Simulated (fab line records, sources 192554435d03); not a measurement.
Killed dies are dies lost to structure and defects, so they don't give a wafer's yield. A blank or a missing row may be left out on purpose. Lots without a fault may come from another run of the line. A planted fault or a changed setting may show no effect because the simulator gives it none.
Chamber matching | flow n5_finfet | N5_BEOL_M2_ILD_DEP_00 on pecvd-04: 3 sister chambers
The step deposits SiOC from DEMS/O2, target thk 79 nm, time 15.3 s. 6 wafers are shown with their chamber, then 10 later ones without.

WAFERS WITH THEIR CHAMBER
wafer  | chamber | throttle_valve_pct (%) | showerhead_plenum_p_Torr (Torr)
L083.4 | 0       | 12.0                   | 5.680
L086.2 | 0       | 11.9                   | 5.695
L086.4 | 2       | 10.6                   | 5.695
L086.6 | 1       | 11.9                   | 5.671
L084.1 | 1       | 11.9                   | 5.685
L084.2 | 2       | 10.6                   | 5.701

WAFERS WITHOUT THEIR CHAMBER
wafer  | throttle_valve_pct (%) | showerhead_plenum_p_Torr (Torr)
L084.4 | 11.7                   | 5.675
L087.3 | 11.9                   | 5.680
L087.4 | 11.9                   | 5.701
L087.6 | 12.1                   | 5.689
L093.1 | 11.9                   | 5.678
L093.4 | 12.0                   | 5.686
L093.5 | 11.8                   | 5.704
L097.1 | 10.5                   | 5.699
L097.2 | 11.8                   | 5.659
L097.6 | 11.7                   | 5.676

WHICH CHAMBER EACH WENT THROUGH
wafer  | from the rows above     | in truth
L084.4 | can't be placed: 1 or 0 | 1
L087.3 | can't be placed: 1 or 0 | 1
L087.4 | can't be placed: 0 or 1 | 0
L087.6 | can't be placed: 0 or 1 | 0
L093.1 | can't be placed: 1 or 0 | 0
L093.4 | can't be placed: 0 or 1 | 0
L093.5 | can't be placed: 1 or 0 | 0
L097.1 | 2                       | 2
L097.2 | can't be placed: 1 or 0 | 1
L097.6 | can't be placed: 1 or 0 | 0
Placed correctly: 1 of 10. Can't be placed from these rows: 9 (the true chamber is among the candidates in 9). Placed wrongly: 0.
How it was worked out, from the rows above alone: a wafer's distance from a chamber is the root of the sum, over the readings, of the square of ((its reading less the chamber's mean) divided by the reading's scatter). The wafer belongs to the nearest chamber; if the next one is less than 2 further off, it can't be placed. A chamber's mean is the mean of its shown wafers. The scatter: the root of (the sum of the squares of (reading less its chamber's mean) over the shown wafers, divided by (wafers less chambers)).
